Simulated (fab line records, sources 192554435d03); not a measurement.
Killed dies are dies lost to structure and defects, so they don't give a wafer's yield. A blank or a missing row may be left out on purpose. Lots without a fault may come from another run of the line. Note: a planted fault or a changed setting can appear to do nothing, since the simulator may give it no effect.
Split-lot experiment + flow n5-finfet + 7 lots, 21 wafers read, on a route of 1938 steps

== ON THE SPLIT ==
At N5_SDB_ALD_29 (deposits SiNx, target thk 30 nm, pulse time 1 s, ald cycles 600), the setting ald-cycles was moved away from the recipe's 600 on 4 of the 21 wafers read, by -13.7% to +12.2%. The other wafers ran this setting at the recipe's value.

The reading comes from the split's own step.

== THE READING ==
SiNx_of_SDB_ALD_29.thk-nm (the simulator's own value, which no gauge read), in nm, at N5_SDB_ALD_29 (deposits SiNx, target thk 30 nm, pulse time 1 s, ald cycles 600). There is no usual value for it anywhere in the file. Average 30.0 nm, standard deviation 0.15 nm, over the 17 wafers here run with the recipe.

| wafer  | tool, chamber at the split | ald-cycles as run | against the recipe | SiNx_of_SDB_ALD_29.thk-nm, nm | against lot-mates on the recipe |
|--------|----------------------------|-------------------|--------------------|-------------------------------|---------------------------------|
| L077.4 | ald-sin-03, 2,0            | 600               | recipe             | 29.8                          | -                               |
| L077.5 | ald-sin-03, 2,0            | 600               | recipe             | 29.8                          | -                               |
| L077.6 | ald-sin-03, 1              | 600               | recipe             | 30.2                          | -                               |
| L082.2 | ald-sin-01, 1,0            | 600               | recipe             | 30                            | -                               |
| L082.6 | ald-sin-01, 1,0            | 600               | recipe             | 30                            | -                               |
| L082.5 | ald-sin-01, 1              | 600               | recipe             | 29.8                          | -                               |
| L085.3 | ald-sin-01, 1,2,1          | 600               | recipe             | 30                            | -                               |
| L085.4 | ald-sin-01, 1,2,1          | 600               | recipe             | 30                            | -                               |
| L085.5 | ald-sin-01, 1,2,1          | 600               | recipe             | 30                            | -                               |
| L087.3 | ald-sin-04, 0              | 625               | +4.2%              | 31.4                          | +1.2                            |
| L087.4 | ald-sin-04, 2              | 600               | recipe             | 30.2                          | -                               |
| L087.6 | ald-sin-04, 2              | 600               | recipe             | 30.2                          | -                               |
| L091.1 | ald-sin-04, 2              | 518               | -13.7%             | 26                            | -4.0                            |
| L091.2 | ald-sin-04, 0,3            | 600               | recipe             | 30                            | -                               |
| L091.3 | ald-sin-04, 0,3            | 600               | recipe             | 30                            | -                               |
| L092.1 | ald-sin-04, 3              | 673               | +12.2%             | 33.4                          | +3.6                            |
| L092.3 | ald-sin-04, 0              | 600               | recipe             | 29.8                          | -                               |
| L092.5 | ald-sin-04, 0              | 600               | recipe             | 29.8                          | -                               |
| L095.1 | ald-sin-01, 1              | 600               | recipe             | 30.2                          | -                               |
| L095.2 | ald-sin-01, 0              | 600               | recipe             | 30                            | -                               |
| L095.5 | ald-sin-01, 0              | 667               | +11.2%             | 33.4                          | +3.3                            |
Rows listing several chambers each stand for several wafers; the file does not say which wafer went through which chamber.

FIT RESULTS
A straight line over all 21 wafers: SiNx_of_SDB_ALD_29.thk-nm changes by +0.293 nm for each +1% of ald-cycles; r = +0.99; the points scatter about the line by 0.15 nm.
The same after taking each lot's own level away (the mean of its wafers on the recipe; 21 wafers): +0.294 nm for each +1%; r = +1.00; scatter 0.09 nm.
On that fit, the largest move of ald-cycles shifts the reading by 4 nm.
From 29.80 to 30.20 nm: that is the span of the lots' own levels, equal to 2.8 times the standard deviation above.
The two slopes are in agreement: the lot-to-lot level therefore moves the slope only a little.
Check: with one of the wafers moved furthest among these (-13.7%) left out of the fit, the line predicts -4.04 nm for it against its lot-mates. It came out at -4 nm against them.

== THESE WAFERS: OTHER SPLITS ==
Note: prior to the reading, these wafers also went through further splits. Each is held against what the fit with the lots' levels taken away leaves over:
| other split on the same wafers       | wafers away from the commonest value | r with SiNx_of_SDB_ALD_29.thk-nm (lot level and that fit taken away) |
|--------------------------------------|--------------------------------------|----------------------------------------------------------------------|
| N5_SD_EPI_N_ETCH_45 target-depth-a   | 8                                    | +0.18                                                                |
| N5_SD_EPI_N_EPI_21 epi-growth-time-s | 10                                   | +0.20                                                                |
| N5_SDB_CUT_ETCH_26 bias-w            | as run: not given for these wafers   | -                                                                    |

== THE WHOLE CHAIN: every reading that the file lists as answering this split, in the file's order ==
| step                         | what it does                                                            | reading                                                                    | change (the file's fit)                                                            | r (the file's) |
|------------------------------|-------------------------------------------------------------------------|----------------------------------------------------------------------------|------------------------------------------------------------------------------------|----------------|
| N5_SDB_ALD_29                | deposits SiNx, target thk 30 nm, pulse time 1 s, ald cycles 600         | SiNx_of_SDB_ALD_29.thk-nm (the simulator's own value, which no gauge read) | +0.294 nm for each +1% of the setting                                              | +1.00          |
| N5_DUMMY_REMOVAL_HM_STRIP_01 | strips SiNx in CH3F/O2, stops on poly-Si, target depth 4 nm, time 6.8 s | SiNx_of_SDB_ALD_29.thk-nm (the simulator's own value, which no gauge read) | not straight: 25.4 at the lowest setting, 29.36 at the recipe, 28.2 at the highest | not given      |

== THE FILE'S OWN FIT ==
SiNx_of_SDB_ALD_29.thk-nm changes by +0.294 nm for each +1% of ald-cycles, r = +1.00.
